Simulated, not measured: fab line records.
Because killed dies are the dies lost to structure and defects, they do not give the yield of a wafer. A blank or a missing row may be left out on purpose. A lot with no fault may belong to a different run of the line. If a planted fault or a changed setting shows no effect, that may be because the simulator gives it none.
Matching of chambers -- flow nand_harc -- NHARC_A_CONTACT_DEP_58 on pecvd-03 has 3 sister chambers
The step deposits SiON, target thk 90 nm. 3 wafers are shown with their chamber, then 12 later ones without.

WAFERS PAIRED WITH THEIR CHAMBERS
wafer,chamber,heater_power_w (W)
L085.1,1,678
L087.4,2,662
L087.6,0,602

WAFERS WHOSE CHAMBER IS MISSING
wafer,heater_power_w (W)
L089.3,589
L089.5,683
L089.6,598
L091.1,559
L091.3,711
L091.5,559
L094.1,680
L094.2,554
L094.5,557
L095.4,668
L095.5,766
L095.6,611

THE CHAMBER EACH PASSED THROUGH
wafer,from the rows above,in truth
L089.3,can't be placed: 0 or 2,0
L089.5,can't be placed: 1 or 2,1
L089.6,can't be placed: 0 or 2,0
L091.1,can't be placed: 0 or 2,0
L091.3,can't be placed: 1 or 2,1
L091.5,can't be placed: 0 or 2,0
L094.1,can't be placed: 1 or 2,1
L094.2,can't be placed: 0 or 2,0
L094.5,can't be placed: 0 or 2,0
L095.4,can't be placed: 2 or 1 or 0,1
L095.5,can't be placed: 1 or 2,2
L095.6,can't be placed: 0 or 2 or 1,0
0 of 12 placed correctly. From these rows, 12 cannot be placed; in 12 the true chamber is one of the candidates. 0 placed wrongly.
How it was worked out, from the rows above alone: a wafer's distance from a chamber is the root of the sum, over the readings, of the square of ((its reading less the chamber's mean) divided by the reading's scatter). If the next closest chamber is less than 2 further off than the closest, the wafer can't be placed; otherwise it belongs to the closest. For every chamber, the mean is computed from those of its wafers that are shown. The scatter (one wafer shown for each chamber): square how far every hidden wafer sits from the nearest shown wafer, average those squares and take the square root.
